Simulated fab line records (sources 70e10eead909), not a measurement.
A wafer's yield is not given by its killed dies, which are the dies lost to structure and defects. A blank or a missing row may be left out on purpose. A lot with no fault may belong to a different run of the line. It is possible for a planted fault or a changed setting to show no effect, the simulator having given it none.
fab line records	flow nand-harc
record: lots: 24	wafers: 72	last-day: 35
route steps=1302 shown P_M2@335 A_ONON_D1@445 A_CHANNEL_HOLE_D1@451
lots that met no fault: from a run of the same line without faults
start-h: hours from the record's opening day to when the first of the lot's shown wafers began	wait-h: hours since the lot's step before	" identical to the entry in the row above	L1.1+2: a row that stands for several wafers	- either no value or no given start	* or withheld: withheld	< > ~ a bound
route shown NAME@n: a module of which the file shows steps, and the number in the route of the first	usual: mean/standard deviation taken from wafers without a fault	same: alike in all rows	chamber/n: place in a boat	sites: per-site readings	_std_site: their standard deviation	_edge_site: outer sites' mean less inner sites'	radius-mm: for every site, how far away it sits from the centre of the wafer	mask NAME#n: copy n	behind: tool/chamber where the wafer was last shaped	hold: why the lot was held/for how many hours/how that ended	device: the transistor (n, p or np) that didn't switch	end of line: at the end of the route, the tests of the same wafers	a step with no rows: only its recipe	killed: at the first sort, the dies lost to defects and structure; wafer yield is something else	map: the dies of a wafer, with x for killed, . for not killed, _ for no die there
set.NAME: the setting the step ran with; set.NAME@STEP: the setting that earlier step ran with	model.NAME: the simulator's own value behind a step, which no gauge read
steps of the route over a sample of lots; a table a step, a row a wafer
services: when a tool's chamber went out of use (start-h, in hours from the record's first day, below 0 if earlier), for how many hours, and the reason
== steps ==
step: NHARC_P_M2_STRIP_18
recipe: power-w: 1000	n2-flow-sccm: 150	h2-flow-sccm: 150	ar-flow-sccm: 0	bias-w: 0	chemistry: N2/H2
usual: drypump-motor-current-A: 5.7/0.36	oes-product-au: 1.000/0.0074	rf-vpp-V: 90.6/1.1	showerhead-plenum-p-Torr: 2.05/0.11	throttle-valve-pct: 14.171/0.0097
lot.wafer	tool	chamber	start-h	wait-h	drypump-motor-current-A	oes-product-au	rf-hours-counter-h	rf-vpp-V	showerhead-plenum-p-Torr	throttle-valve-pct
L074.2	rie-diel-02	3	132.28	0.1	6.2	1.004	4	90.7	2.15	14.160
L074.3	"	1	"	"	5.4	1.003	4	89.7	2.07	14.186
L074.6	"	3	"	"	6.2	0.994	-	91.4	2.15	14.162
L075.1	rie-diel-05	2	137.91	0.1	6.0	1.001	5	87.6	1.91	14.171
L075.4	"	0	"	"	5.5	0.989	4	91.2	2.19	14.149
L075.5	"	2	"	"	6.0	0.996	-	91.6	1.91	14.169
L076.1	rie-diel-09	2	153.39	0.1	5.6	0.993	0	90.5	2.13	14.169
L076.3	"	3	"	"	6.2	1.007	0	90.4	2.21	14.189
L076.4	"	1	"	"	6.0	1.010	0	90.6	1.93	14.165
L077.3	rie-diel-05	1	163.13	0.1	5.9	1.003	5	90.1	2.10	14.167
L077.6	"	0	"	"	5.5	0.999	-	91.0	2.19	14.167
L077.4	"	2	"	"	6.0	0.998	-	88.8	1.91	14.183
L078.4	rie-diel-05	1	172.30	0.1	5.9	0.998	5	91.0	2.10	14.154
L078.1	"	3	"	"	5.1	1.004	7	90.3	1.90	14.180
L078.6	"	1	"	"	5.9	1.000	-	91.7	2.10	14.161
L079.2	rie-diel-02	3	179.27	0.1	6.2	0.999	6	90.1	2.15	14.183
L079.1	"	0	"	"	5.6	0.997	7	90.9	2.09	14.188
L079.4	"	1	"	"	5.4	1.004	6	90.7	2.06	14.175
L080.4	rie-diel-02	3	190.87	0.1	6.2	0.998	7	92.4	2.15	14.151
L080.6	"	1	"	"	5.4	0.996	-	91.0	2.06	14.181
L080.5	"	2	"	"	5.3	1.005	-	90.4	1.96	14.187
L081.2	rie-diel-02	1	207.11	0.1	5.3	1.011	9	91.1	2.06	14.160
L081.5	"	2	"	"	5.3	1.005	-	91.4	1.96	14.177
L081.6	"	3	"	"	6.2	1.002	-	90.7	2.15	14.168
L082.2	rie-diel-05	1	207.33	0.1	5.9	1.019	8	90.9	2.10	14.189
L082.4	"	2	"	"	6.0	1.002	12	91.2	1.91	14.179
L082.1	"	3	"	"	5.0	1.000	10	89.7	1.90	14.160
L083.3	rie-diel-09	2	219.73	0.1	5.7	0.996	3	89.5	2.13	14.164
L083.2	"	3	"	"	6.2	0.999	3	91.5	2.20	14.169
L083.4	"	0	"	"	5.5	0.999	3	90.4	1.90	14.156
L084.1	rie-diel-02	3	225.80	0.1	6.2	0.997	0	92.1	2.15	14.178
L084.3	"	2	"	"	5.3	0.999	0	89.0	1.96	14.179
L084.5	"	3	"	"	6.2	0.999	-	90.8	2.15	14.160
L085.3	rie-diel-02	3	244.26	0.1	6.2	0.994	1	90.5	2.15	14.159
L085.2	"	1	"	"	5.3	0.986	1	89.9	2.06	14.176
L085.6	"	2	"	"	5.3	1.016	-	91.3	1.96	14.180
L086.3	rie-diel-09	3	244.91	0.1	6.2	0.990	5	90.2	2.20	14.176
L086.4	"	2	"	"	5.6	1.003	5	91.0	2.13	14.182
L086.5	"	0	"	"	5.5	0.995	-	89.2	1.90	14.175
L087.4	rie-diel-05	3	263.23	0.1	5.0	0.999	3	89.8	1.90	14.162
L087.2	"	0	"	"	5.5	0.999	3	91.9	2.19	14.156
L087.5	"	3	"	"	5.0	1.003	-	90.3	1.90	14.162
L089.2	rie-diel-09	3	277.72	0.1	6.2	0.986	6	91.6	2.20	14.181
L089.3	"	0	"	"	5.5	1.006	7	90.2	1.90	14.182
L089.1	"	2	"	"	5.6	1.008	8	91.6	2.12	14.174
L088.1	rie-diel-05	1	278.07	0.1	5.9	1.005	3	91.5	2.10	14.186
L088.4	"	2	"	"	6.0	1.001	3	89.5	1.91	14.158
L088.5	"	1	"	"	5.9	1.002	-	91.5	2.10	14.169
L090.1	rie-diel-05	0	293.87	0.1	5.5	0.999	6	91.0	2.19	14.179
L090.5	"	2	"	"	5.9	1.008	-	90.6	1.91	14.191
L090.6	"	3	"	"	5.1	1.003	-	88.8	1.89	14.175
L091.4	rie-diel-05	0	299.07	0.1	5.5	1.008	6	93.4	2.19	14.176
L091.3	"	1	"	"	5.9	1.006	5	89.6	2.10	14.176
L091.6	"	0	"	"	5.5	1.007	-	91.0	2.19	14.175
L092.1	rie-diel-02	1	305.87	0.1	5.4	0.978	5	90.0	2.06	14.168
L092.3	"	2	"	"	5.3	0.987	5	90.1	1.95	14.172
L092.6	"	1	"	"	5.4	0.984	-	91.7	2.06	14.167
L093.3	rie-diel-02	1	325.22	0.1	5.3	0.989	6	90.1	2.06	14.178
L093.5	"	2	"	"	5.3	0.995	-	89.2	1.95	14.172
L093.6	"	3	"	"	6.2	0.991	-	90.8	2.15	14.158
L094.4	rie-diel-09	0	329.50	0.1	5.5	0.993	0	88.8	1.90	14.171
L094.5	"	2	"	"	5.6	1.002	-	91.0	2.12	14.174
L094.6	"	3	"	"	6.2	1.002	-	92.6	2.20	14.168
L095.2	rie-diel-09	0	337.61	0.1	5.6	0.989	0	88.9	1.90	14.171
L095.1	"	1	"	"	6.0	1.000	0	88.7	1.93	14.179
L095.5	"	2	"	"	5.6	1.004	-	92.4	2.12	14.166
L096.3	rie-diel-05	2	351.08	0.1	6.0	1.009	7	89.3	1.91	14.166
L096.2	"	3	"	"	5.0	0.995	8	89.2	1.89	14.160
L096.1	"	1	"	"	5.9	1.002	7	90.7	2.10	14.166
L097.3	rie-diel-02	0	369.14	0.1	5.6	0.998	9	90.1	2.09	14.169
L097.2	"	3	"	"	6.2	0.988	9	92.2	2.15	14.159
L097.5	"	1	"	"	5.4	1.000	-	90.7	2.06	14.165
step: NHARC_P_M2_PVD_21
recipe: target-thk-a: 300	chamber-pressure-pa: 5	power-w: 5000	substrate-temp-c: 30	time-s: 20.49	material: Cu
usual: chamber-pressure-pa: 5.000/0.011	substrate-temp-c: 30.01/0.11	throttle-valve-pct: 30.0/1.2
lot.wafer	tool	chamber	start-h	wait-h	chamber-pressure-pa	substrate-temp-c	throttle-valve-pct
L074.3	pvd-sputter-01	-	-	-	4.991	30.24	29.9
L074.2	"	-	"	"	4.986	30.08	30.3
L074.6	"	-	"	"	5.003	29.95	29.7
L075.1	pvd-sputter-02	-	-	-	5.006	30.03	31.2
L075.4	"	-	"	"	4.995	30.06	28.7
L075.5	"	-	"	"	4.983	30.10	30.7
L076.1	pvd-sputter-01	-	-	-	4.991	30.17	30.0
L076.3	"	-	"	"	5.007	30.06	29.8
L076.4	"	-	"	"	5.007	30.07	28.5
L077.3	pvd-sputter-03	-	-	-	4.991	29.94	31.4
L077.4	"	-	"	"	5.005	29.81	31.9
L077.6	"	-	"	"	5.000	29.84	31.5
L078.4	pvd-sputter-02	-	-	-	5.014	29.98	29.1
L078.1	"	-	"	"	4.991	30.03	31.0
L078.6	"	-	"	"	5.009	30.16	29.0
L079.2	pvd-sputter-01	-	-	-	5.014	29.98	28.3
L079.1	"	-	"	"	5.013	30.09	30.1
L079.4	"	-	"	"	5.001	30.12	30.0
L080.4	pvd-sputter-01	-	-	-	5.009	30.01	29.9
L080.6	"	-	"	"	4.994	30.08	28.2
L080.5	"	-	"	"	5.008	30.19	30.0
L081.2	pvd-sputter-02	-	-	-	4.990	29.96	31.3
L081.6	"	-	"	"	5.008	30.05	31.2
L081.5	"	-	"	"	4.992	29.99	30.7
L082.2	pvd-sputter-03	-	-	-	5.008	30.05	27.6
L082.1	"	-	"	"	5.001	29.95	31.8
L082.4	"	-	"	"	5.002	30.14	31.4
L083.4	pvd-sputter-02	-	-	-	4.999	30.04	29.1
L083.2	"	-	"	"	4.998	29.88	31.1
L083.3	"	-	"	"	4.993	29.97	31.0
L084.1	pvd-sputter-03	-	-	-	5.002	29.97	31.5
L084.3	"	-	"	"	4.999	29.95	29.5
L084.5	"	-	"	"	5.006	30.15	32.0
L085.2	pvd-sputter-01	-	-	-	4.989	30.03	29.7
L085.3	"	-	"	"	4.994	29.98	28.7
L085.6	"	-	"	"	4.983	30.07	30.3
L086.4	pvd-sputter-03	-	-	-	5.011	30.01	31.6
L086.3	"	-	"	"	5.006	30.03	27.6
L086.5	"	-	"	"	5.010	30.15	31.9
L087.4	pvd-sputter-03	-	-	-	5.011	29.89	31.6
L087.2	"	-	"	"	4.991	29.95	27.8
L087.5	"	-	"	"	4.993	30.13	31.2
L089.3	pvd-sputter-03	-	-	-	4.993	30.11	31.7
L089.1	"	-	"	"	5.009	30.10	31.4
L089.2	"	-	"	"	5.010	30.06	29.5
L088.4	pvd-sputter-01	-	-	-	4.998	29.96	30.1
L088.1	"	-	"	"	4.998	30.19	30.0
L088.5	"	-	"	"	4.991	30.23	28.6
L090.1	pvd-sputter-01	-	-	-	4.995	29.91	29.9
L090.5	"	-	"	"	4.996	29.92	29.8
L090.6	"	-	"	"	4.996	29.95	28.7
L091.4	pvd-sputter-03	-	-	-	5.002	30.05	31.5
L091.3	"	-	"	"	5.017	29.99	27.9
L091.6	"	-	"	"	5.003	30.05	29.9
L092.1	pvd-sputter-01	-	-	-	5.008	29.95	30.1
L092.3	"	-	"	"	5.006	30.01	30.0
L092.6	"	-	"	"	5.008	29.98	30.0
L093.3	pvd-sputter-03	-	-	-	4.987	29.99	31.7
L093.5	"	-	"	"	5.020	29.96	27.8
L093.6	"	-	"	"	4.991	29.97	32.0
L094.4	pvd-sputter-03	-	-	-	4.999	30.07	27.6
L094.6	"	-	"	"	5.004	30.07	27.6
L094.5	"	-	"	"	4.995	30.00	32.1
L095.1	pvd-sputter-02	-	-	-	4.997	29.99	31.2
L095.2	"	-	"	"	5.027	29.97	28.6
L095.5	"	-	"	"	5.005	30.11	31.1
L096.2	pvd-sputter-02	-	-	-	4.986	30.17	31.0
L096.3	"	-	"	"	4.995	29.82	28.4
L096.1	"	-	"	"	4.980	29.90	29.7
L097.3	pvd-sputter-01	-	-	-	5.001	29.94	28.8
L097.2	"	-	"	"	4.997	29.95	29.8
L097.5	"	-	"	"	5.007	29.76	28.6
step: NHARC_A_ONON_D1_THK_MEAS_30
recipe: thk-meas-gauge: ellipsometry
usual: thk-nm: 998/9.9
lot.wafer	tool	chamber	start-h	wait-h	thk-nm
L074.2	film-metro-02	-	175.98	-	987
L074.3	"	-	"	"	987
L074.6	"	-	"	"	989
L075.1	film-metro-01	-	181.26	-	983
L075.4	"	-	"	"	982
L075.5	"	-	"	"	982
L076.1	film-metro-02	-	198.51	-	981
L076.3	"	-	"	"	982
L076.4	"	-	"	"	982
L077.3	film-metro-02	-	207.90	-	1007
L077.4	"	-	"	"	1008
L077.6	"	-	"	"	1008
L079.1	film-metro-01	-	219.05	-	1002
L079.2	"	-	"	"	1001
L079.4	"	-	"	"	1001
L078.1	film-metro-02	-	219.09	-	1001
L078.4	"	-	"	"	1003
L078.6	"	-	"	"	1001
L080.4	film-metro-01	-	232.79	-	1009
L080.5	"	-	"	"	1007
L080.6	"	-	"	"	1007
L082.1	film-metro-01	-	252.71	-	994
L082.2	"	-	"	"	995
L082.4	"	-	"	"	994
L081.2	film-metro-02	-	252.72	-	998
L081.5	"	-	"	"	999
L081.6	"	-	"	"	999
L083.2	film-metro-01	-	265.94	-	1006
L083.3	"	-	"	"	1005
L083.4	"	-	"	"	1007
L084.1	film-metro-02	-	265.94	-	1003
L084.3	"	-	"	"	1003
L084.5	"	-	"	"	1000
L085.2	film-metro-02	-	288.57	-	988
L085.3	"	-	"	"	989
L085.6	"	-	"	"	989
L086.3	film-metro-01	-	288.57	-	994
L086.4	"	-	"	"	995
L086.5	"	-	"	"	993
L087.2	film-metro-01	-	306.61	-	1004
L087.4	"	-	"	"	1004
L087.5	"	-	"	"	1003
L088.1	film-metro-02	-	322.47	-	994
L088.4	"	-	"	"	994
L088.5	"	-	"	"	995
L089.1	film-metro-01	-	322.48	-	999
L089.2	"	-	"	"	998
L089.3	"	-	"	"	1000
L090.1	film-metro-01	-	340.10	-	1002
L090.5	"	-	"	"	1002
L090.6	"	-	"	"	1002
L091.3	film-metro-01	-	340.12	-	1004
L091.4	"	-	"	"	1004
L091.6	"	-	"	"	1002
L092.1	film-metro-01	-	349.40	-	982
L092.3	"	-	"	"	983
L092.6	"	-	"	"	983
L094.4	film-metro-01	-	371.09	-	1013
L094.5	"	-	"	"	1012
L094.6	"	-	"	"	1012
L093.3	film-metro-01	-	371.24	-	1015
L093.5	"	-	"	"	1012
L093.6	"	-	"	"	1014
L095.1	film-metro-01	-	380.47	-	977
L095.2	"	-	"	"	979
L095.5	"	-	"	"	979
L096.1	film-metro-02	-	395.88	-	1007
L096.2	"	-	"	"	1008
L096.3	"	-	"	"	1008
L097.2	film-metro-01	-	411.43	-	994
L097.3	"	-	"	"	997
L097.5	"	-	"	"	997
step: NHARC_A_ONON_D1_THK_MEAS_34
recipe: thk-meas-gauge: ellipsometry
usual: thk-nm: 199.9/2.5
lot.wafer	tool	chamber	start-h	wait-h	thk-nm
L074.2	film-metro-01	-	176.44	-	196.9
L074.3	"	-	"	"	198.7
L074.6	"	-	"	"	202.4
L075.1	film-metro-02	-	181.76	-	200.1
L075.4	"	-	"	"	203.5
L075.5	"	-	"	"	202.4
L076.1	film-metro-01	-	198.98	-	199.6
L076.3	"	-	"	"	196.9
L076.4	"	-	"	"	202.5
L077.3	film-metro-02	-	208.37	-	198.0
L077.4	"	-	"	"	199.4
L077.6	"	-	"	"	201.5
L079.1	film-metro-02	-	219.52	-	197.4
L079.2	"	-	"	"	201.7
L079.4	"	-	"	"	204.0
L078.1	film-metro-01	-	219.55	-	197.0
L078.4	"	-	"	"	202.4
L078.6	"	-	"	"	202.3
L080.4	film-metro-02	-	233.26	-	201.7
L080.5	"	-	"	"	201.9
L080.6	"	-	"	"	203.2
L082.1	film-metro-01	-	253.18	-	194.1
L082.2	"	-	"	"	197.4
L082.4	"	-	"	"	200.4
L081.2	film-metro-02	-	253.19	-	199.5
L081.5	"	-	"	"	200.2
L081.6	"	-	"	"	203.7
L083.2	film-metro-02	-	266.43	-	198.7
L083.3	"	-	"	"	200.1
L083.4	"	-	"	"	201.4
L084.1	film-metro-01	-	266.62	-	197.7
L084.3	"	-	"	"	200.5
L084.5	"	-	"	"	203.1
L085.2	film-metro-01	-	289.04	-	196.9
L085.3	"	-	"	"	196.8
L085.6	"	-	"	"	199.4
L086.3	film-metro-01	-	289.08	-	195.0
L086.4	"	-	"	"	203.7
L086.5	"	-	"	"	201.6
L087.2	film-metro-02	-	307.08	-	198.2
L087.4	"	-	"	"	203.4
L087.5	"	-	"	"	204.4
L088.1	film-metro-02	-	322.94	-	197.3
L088.4	"	-	"	"	200.3
L088.5	"	-	"	"	199.3
L089.1	film-metro-01	-	323.22	-	199.6
L089.2	"	-	"	"	195.9
L089.3	"	-	"	"	198.4
L090.1	film-metro-01	-	340.57	-	200.3
L090.5	"	-	"	"	200.8
L090.6	"	-	"	"	203.1
L091.3	film-metro-01	-	340.77	-	196.9
L091.4	"	-	"	"	201.5
L091.6	"	-	"	"	203.2
L092.1	film-metro-02	-	350.07	-	197.2
L092.3	"	-	"	"	198.2
L092.6	"	-	"	"	202.8
L094.4	film-metro-01	-	371.57	-	200.3
L094.5	"	-	"	"	202.0
L094.6	"	-	"	"	202.0
L093.3	film-metro-02	-	371.71	-	198.7
L093.5	"	-	"	"	199.1
L093.6	"	-	"	"	203.1
L095.1	film-metro-01	-	380.95	-	199.5
L095.2	"	-	"	"	198.4
L095.5	"	-	"	"	202.7
L096.1	film-metro-02	-	396.35	-	199.9
L096.2	"	-	"	"	199.6
L096.3	"	-	"	"	199.6
L097.2	film-metro-02	-	411.91	-	199.8
L097.3	"	-	"	"	200.4
L097.5	"	-	"	"	201.7
step: NHARC_A_CHANNEL_HOLE_D1_DEP_01
recipe: target-thk-a: 1400	target-thk-nm: 140	temp-c: 400	pressure-torr: 3.5	flow-sccm: 200	rf-w: 350	material: SiON
usual: chamber-pressure-Torr: 3.502/0.0084	heater-power-w: 816/100
lot.wafer	tool	chamber	start-h	wait-h	chamber-pressure-Torr	heater-power-w
L074.3	pecvd-04	1	178.58	1.1	3.504	739
L074.2	"	2	"	"	3.491	887
L074.6	"	0	"	"	3.501	935
L075.1	pecvd-01	2	183.81	1.6	3.500	597
L075.5	"	2	"	"	3.509	614
L075.4	"	0	"	"	3.498	984
L076.3	pecvd-02	1	208.64	1.0	3.510	754
L076.1	"	2	"	"	3.503	774
L076.4	"	1	"	"	3.508	755
L077.3	pecvd-04	2	210.71	1.0	3.501	905
L077.4	"	2	"	"	3.489	914
L077.6	"	0	"	"	3.514	815
L079.2	pecvd-01	1	221.60	1.3	3.504	762
L079.1	"	0	"	"	3.500	834
L079.4	"	0	"	"	3.504	832
L078.1	pecvd-01	0	221.92	1.7	3.502	970
L078.4	"	2	"	"	3.510	595
L078.6	"	0	"	"	3.504	980
L080.6	pecvd-01	2	235.41	0.1	3.501	667
L080.4	"	0	"	"	3.510	951
L080.5	"	1	"	"	3.500	865
L082.1	pecvd-04	2	256.59	1.6	3.503	775
L082.2	"	1	"	"	3.495	795
L082.4	"	0	"	"	3.492	947
L081.2	pecvd-02	0	256.84	1.3	3.492	940
L081.5	"	0	"	"	3.494	895
L081.6	"	2	"	"	3.496	742
L083.2	pecvd-04	1	268.51	1.3	3.501	773
L083.3	"	0	"	"	3.518	813
L083.4	"	1	"	"	3.502	768
L084.3	pecvd-01	1	268.67	1.0	3.492	898
L084.1	"	2	"	"	3.487	733
L084.5	"	0	"	"	3.507	943
L085.3	pecvd-01	0	292.46	1.0	3.510	979
L085.2	"	1	"	"	3.501	842
L085.6	"	1	"	"	3.507	849
L086.3	pecvd-01	1	293.41	1.0	3.511	838
L086.5	"	1	"	"	3.508	835
L086.4	"	2	"	"	3.500	665
L087.2	pecvd-02	2	315.97	1.3	3.506	800
L087.5	"	1	"	"	3.498	700
L087.4	"	0	"	"	3.488	920
L088.1	pecvd-01	1	325.02	1.6	3.504	835
L088.5	"	0	"	"	3.516	926
L088.4	"	1	"	"	3.501	854
L089.1	pecvd-04	1	326.89	1.6	3.514	724
L089.3	"	2	"	"	3.499	789
L089.2	"	0	"	"	3.497	849
L090.1	pecvd-02	1	342.65	1.6	3.512	665
L090.6	"	1	"	"	3.500	665
L090.5	"	0	"	"	3.503	905
L091.3	pecvd-01	1	344.59	1.0	3.490	853
L091.4	"	2	"	"	3.502	728
L091.6	"	0	"	"	3.504	988
L092.3	pecvd-01	0	353.32	1.0	3.519	999
L092.1	"	1	"	"	3.510	789
L092.6	"	1	"	"	3.497	785
L094.6	pecvd-01	0	374.74	0.1	3.511	890
L094.5	"	1	"	"	3.505	778
L094.4	"	2	"	"	3.495	704
L093.3	pecvd-02	1	375.64	1.0	3.501	768
L093.6	"	0	"	"	3.489	887
L093.5	"	2	"	"	3.500	817
L095.1	pecvd-04	2	389.15	1.6	3.499	901
L095.2	"	0	"	"	3.492	759
L095.5	"	1	"	"	3.501	729
L096.3	pecvd-01	2	399.28	1.0	3.498	663
L096.1	"	0	"	"	3.500	918
L096.2	"	1	"	"	3.518	872
L097.2	pecvd-01	0	417.53	1.4	3.499	942
L097.3	"	1	"	"	3.503	887
L097.5	"	2	"	"	3.504	684
step: NHARC_A_CHANNEL_HOLE_D1_ETCH_39
recipe: target-depth-a: 2600	over-etch-frac: 0.3	time-s: 325	ion-energy-ev: 200	n2-flow-sccm: 150	h2-flow-sccm: 150	ar-flow-sccm: 0	rf-w: 400	bias-w: 150	chemistry: N2/H2
usual: drypump-motor-current-A: 5.6/0.6	oes-product-au: 1.001/0.0073	rf-vpp-V: 428.9/2.2	showerhead-plenum-p-Torr: 1.98/0.073	throttle-valve-pct: 14.170/0.0093
same: over-etch-frac: 0.3
lot.wafer	tool	chamber	start-h	wait-h	drypump-motor-current-A	oes-product-au	rf-hours-counter-h	rf-vpp-V	showerhead-plenum-p-Torr	throttle-valve-pct
L074.2	rie-diel-12	3	-	-	5.1	0.998	7	426.3	1.90	14.174
L074.3	"	2	"	"	5.2	0.998	7	427.8	1.96	14.187
L074.6	"	0	"	"	6.0	0.995	-	429.9	1.99	14.165
L075.4	rie-diel-12	2	-	-	5.2	1.002	8	428.7	1.96	14.151
L075.1	"	0	"	"	6.0	1.009	8	428.7	1.99	14.167
L075.5	"	1	"	"	6.6	1.002	-	430.3	2.03	14.180
L076.3	rie-diel-12	3	-	-	5.1	0.995	8	427.2	1.90	14.182
L076.1	"	0	"	"	6.0	1.003	9	428.2	1.99	14.184
L076.4	"	2	"	"	5.2	0.996	9	427.9	1.96	14.156
L077.3	rie-diel-12	3	-	-	5.1	1.021	9	427.7	1.90	14.178
L077.4	"	2	"	"	5.2	1.005	9	427.6	1.96	14.157
L077.6	"	3	"	"	5.1	0.999	-	425.6	1.90	14.160
L078.1	rie-diel-04	1	-	-	4.9	1.005	11	427.4	1.92	14.182
L078.4	"	3	"	"	6.2	1.002	10	432.7	2.11	14.173
L078.6	"	1	"	"	4.9	1.000	-	426.4	1.92	14.183
L079.1	rie-diel-12	3	-	-	5.1	1.005	10	424.9	1.89	14.169
L079.2	"	2	"	"	5.1	1.004	10	429.7	1.96	14.173
L079.4	"	0	"	"	5.9	1.010	-	428.4	1.99	14.179
L080.4	rie-diel-12	0	236.59	0.2	6.0	1.003	-	430.0	1.99	14.158
L080.5	"	0	"	"	6.0	1.011	-	429.0	1.99	14.179
L080.6	"	1	"	"	6.6	1.000	-	430.7	2.02	14.175
L082.4	rie-diel-12	3	-	-	5.1	1.003	12	425.1	1.89	14.167
L082.1	"	1	"	"	6.6	0.990	13	429.0	2.02	14.180
L082.2	"	2	"	"	5.2	1.001	12	427.6	1.96	14.157
L081.2	rie-diel-10	1	-	-	5.2	0.990	3	428.8	1.98	14.174
L081.6	"	3	"	"	5.6	0.995	-	429.1	1.97	14.183
L081.5	"	0	"	"	6.4	0.989	-	429.9	2.06	14.156
L083.3	rie-diel-04	0	-	-	4.7	1.014	27	434.7	2.21	14.160
L083.2	"	2	"	"	5.8	1.006	24	429.0	2.00	14.180
L083.4	"	3	"	"	6.2	1.001	29	434.0	2.10	14.154
L084.1	rie-diel-10	1	-	-	5.1	1.003	6	429.0	1.98	14.170
L084.3	"	2	"	"	5.9	1.013	5	426.1	1.93	14.163
L084.5	"	0	"	"	6.3	1.003	-	432.2	2.06	14.162
L085.2	rie-diel-12	2	-	-	5.2	1.004	1	429.3	1.96	14.151
L085.3	"	0	"	"	6.0	1.002	1	428.5	1.98	14.193
L085.6	"	1	"	"	6.6	1.001	-	430.4	2.02	14.179
L086.3	rie-diel-04	3	-	-	6.1	0.995	37	432.7	2.10	14.173
L086.4	"	1	"	"	4.9	0.999	34	426.1	1.91	14.171
L086.5	"	0	"	"	4.6	1.004	-	437.0	2.21	14.186
L087.2	rie-diel-12	1	-	-	6.6	1.018	2	429.9	2.02	14.147
L087.4	"	2	"	"	5.2	0.997	2	427.5	1.96	14.167
L087.5	"	2	"	"	5.1	0.999	-	427.9	1.96	14.179
L088.4	rie-diel-12	3	-	-	5.1	0.983	3	425.9	1.89	14.165
L088.1	"	1	"	"	6.5	1.003	3	431.7	2.02	14.165
L088.5	"	3	"	"	5.1	0.993	-	426.6	1.89	14.165
L089.2	rie-diel-12	2	-	-	5.2	1.001	4	428.7	1.95	14.161
L089.1	"	3	"	"	5.1	0.999	3	427.1	1.89	14.174
L089.3	"	0	"	"	6.0	0.997	3	428.7	1.98	14.155
L090.1	rie-diel-10	0	-	-	6.3	0.994	31	429.7	2.05	14.164
L090.6	"	0	"	"	6.3	1.008	-	431.0	2.05	14.160
L090.5	"	1	"	"	5.2	1.005	-	428.3	1.97	14.168
L091.3	rie-diel-12	0	-	-	6.0	1.001	5	429.3	1.98	14.153
L091.4	"	2	"	"	5.2	1.004	5	429.1	1.95	14.176
L091.6	"	0	"	"	5.9	1.006	-	429.3	1.98	14.173
L092.1	rie-diel-12	3	-	-	5.1	1.000	6	426.6	1.89	14.178
L092.3	"	1	"	"	6.6	1.009	5	431.3	2.02	14.179
L092.6	"	3	"	"	5.1	0.997	-	426.7	1.89	14.172
L094.4	rie-diel-12	3	-	-	5.1	0.984	8	426.3	1.89	14.169
L094.5	"	2	"	"	5.2	0.993	-	427.3	1.95	14.159
L094.6	"	3	"	"	5.1	0.988	-	426.2	1.89	14.173
L093.3	rie-diel-10	2	-	-	6.0	0.996	35	426.4	1.92	14.170
L093.5	"	2	"	"	6.0	0.992	-	427.2	1.92	14.183
L093.6	"	1	"	"	5.2	1.000	-	428.2	1.97	14.170
L095.2	rie-diel-12	0	-	-	6.0	1.002	9	429.0	1.98	14.164
L095.1	"	1	"	"	6.6	1.002	9	429.5	2.02	14.157
L095.5	"	1	"	"	6.6	1.000	-	429.4	2.02	14.170
L096.3	rie-diel-12	2	-	-	5.2	1.000	9	427.3	1.95	14.178
L096.2	"	3	"	"	5.1	1.004	10	426.9	1.89	14.154
L096.1	"	1	"	"	6.6	0.986	9	430.0	2.02	14.181
L097.3	rie-diel-04	1	-	-	4.9	0.996	15	425.7	1.90	14.164
L097.2	"	2	"	"	5.8	1.002	15	427.3	1.99	14.178
L097.5	"	3	"	"	6.2	0.997	-	431.5	2.08	14.174
== services ==
tool	chamber	start-h	hours	kind
rie-diel-12	2	108.70	1.2	repair
pvd-sputter-03	-	119.46	2.5	repair
rie-diel-12	3	120.15	6.4	repair
pecvd-01	-	130.25	13.0	pm
rie-diel-05	1	144.13	7.7	repair
rie-diel-05	3	152.22	15.7	repair
rie-diel-12	-	157.70	0.3	repair
rie-diel-05	1	159.61	2.6	repair
pvd-sputter-03	-	170.06	10.0	pm
rie-diel-05	0	172.99	4.4	repair
pvd-sputter-01	-	202.15	8.3	repair
rie-diel-02	-	216.70	9.0	pm
rie-diel-12	1	219.83	6.2	repair
pvd-sputter-01	-	226.04	10.0	pm
rie-diel-05	-	229.60	9.0	pm
rie-diel-12	2	231.31	7.1	repair
rie-diel-12	3	232.37	7.8	repair
rie-diel-12	1	237.71	3.6	repair
pvd-sputter-01	-	243.21	0.9	repair
rie-diel-12	-	268.40	9.0	pm
pecvd-01	0	296.44	13.2	repair
pecvd-01	-	311.25	13.0	pm
rie-diel-12	1	333.23	5.4	repair
rie-diel-12	1	383.32	3.0	repair
== key ==
fault none
